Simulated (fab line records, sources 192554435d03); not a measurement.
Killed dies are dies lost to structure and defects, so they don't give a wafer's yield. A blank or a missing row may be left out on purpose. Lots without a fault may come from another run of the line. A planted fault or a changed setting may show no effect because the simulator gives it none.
Problem report in the 8D (eight disciplines) form, filled by code | flow n5_finfet | the parts of the form that need people (team, actions taken, sign-off) are left out

1. THE PROBLEM
M5_OVL at N5_BEOL_M5_OVL_MEAS_12 reads a mean of 7.0 nm on 9 wafers of 3 lots; wafers without a fault read -0.3 nm with a standard deviation of 0.68. That is +11 standard deviations from the usual mean.
First seen on wafer L194.1, day 11 10:43, on overlay-01. The record holds 33 wafers of 11 lots with a number at this step. Rule for "out", or "out of limits": more than 4 standard deviations from the usual mean. The other wafers with a number count as sound.

2. WHAT IT IS AND WHAT IT IS NOT
question                    | is                     | is not
which readings at this step | M5_OVL                 | -
which lots                  | L194, L195, L196       | L183, L185, L186, L188, L199, L200, L201, L206
which wafers of those lots  | all that have a number | -
read on which gauges        | overlay-01, overlay-02 | -
when                        | from day 11 10:43      | up to then (12 sound wafers); but 12 sound wafers of L199, L200, L201, L206 came after

3. SUSPECTS, AND WHAT RULES EACH OUT
Counting: a tool at a process step up to the reading stays a suspect if it ran every lot that is out and no sound lot after the first of them.
- the gauge at N5_BEOL_M5_OVL_MEAS_12: ruled out. The wafers that are out were read on 2 gauges (overlay-01, overlay-02).
- euv_scanner-01 at N5_BEOL_M5_EXPOSE_08 (exposes mask M5, target cd 28 nm): kept. It ran every lot that is out, first L194 (day 11 10:33), and no sound lot after that; its last sound lot up to then is L188 (day 9 13:22).
Left after counting: euv_scanner-01 at N5_BEOL_M5_EXPOSE_08.

4. THE CAUSE (what the simulator had put in)
Scanner matching overlay: euv_scanner-01, from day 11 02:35 on, at N5_BEOL_M5_EXPOSE_08. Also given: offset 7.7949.
Counting left only this tool.

5. THE CHAIN OF EFFECTS, in route order
Each row: a reading whose mean over the struck wafers that have a number lies more than 3 standard deviations from the usual. Only readings for which the record gives a usual standard deviation are gone through. hours: the time from each lot's start at the first step in this table that gives one to its start at this step, as a median over the lots. sigmas: the change in usual standard deviations.
hours | step                   | reading | usual   | on struck wafers | change | sigmas
0     | N5_BEOL_M5_OVL_MEAS_12 | M5_OVL  | -0.3 nm | 7.0              | +7.3   | +11

6. WHAT WOULD HAVE CAUGHT IT SOONER
In this record the first reading out of limits at a measuring or inspecting step was taken at day 11 10:43, 8 hours after the fault began at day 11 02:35.
Of the tool readings at N5_BEOL_M5_EXPOSE_08 for which the record gives a usual standard deviation, none was out on any struck wafer, so an alarm limit of 4 standard deviations on them would not have fired.
Of the lots that are out (3), L195, L196 began N5_BEOL_M5_EXPOSE_08 on euv_scanner-01 after day 11 10:43. A hold on the tool at that time would have spared those 2.
